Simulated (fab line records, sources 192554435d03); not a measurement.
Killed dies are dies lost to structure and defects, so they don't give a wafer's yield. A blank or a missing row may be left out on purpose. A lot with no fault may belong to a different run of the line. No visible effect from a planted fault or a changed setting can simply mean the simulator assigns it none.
Matching of chambers ; flow n5 finfet ; N5_BEOL_M2_STRIP_66 on rie diel-01 has 4 sister chambers
The step strips in CF4. 4 wafers are shown with their chamber, then 12 later ones without.

## WAFERS PAIRED WITH THEIR CHAMBERS
wafer;chamber;drypump motor current A (A)
L085.4;2;6.4
L087.4;3;5.6
L087.5;1;5.8
L087.6;0;5.9

## WAFERS WITH NO CHAMBER GIVEN
wafer;drypump motor current A (A)
L089.2;5.6
L089.3;5.9
L089.6;6.5
L090.4;5.8
L090.5;5.8
L090.6;6.5
L094.4;5.8
L094.5;5.6
L094.6;5.9
L095.2;5.8
L095.3;5.6
L095.5;5.8

## WHICH CHAMBER EACH WENT THROUGH
wafer;from the rows above;in truth
L089.2;3;3
L089.3;0;0
L089.6;2;2
L090.4;1;1
L090.5;1;1
L090.6;2;2
L094.4;1;1
L094.5;3;3
L094.6;0;0
L095.2;1;1
L095.3;3;3
L095.5;1;1
Placed correctly: 12 of 12. Not placeable from these rows: 0. Number placed wrongly: 0.
How it was worked out, from the rows above alone: a wafer's distance from a chamber is the root of the sum, over the readings, of the square of ((its reading less the chamber's mean) divided by the reading's scatter). If the next closest chamber is less than 2 further off than the closest, the wafer can't be placed; otherwise it belongs to the closest. Each chamber's mean is taken over the wafers shown for it. The scatter (one wafer shown for each chamber): square how far every hidden wafer sits from the nearest shown wafer, average those squares and take the square root.
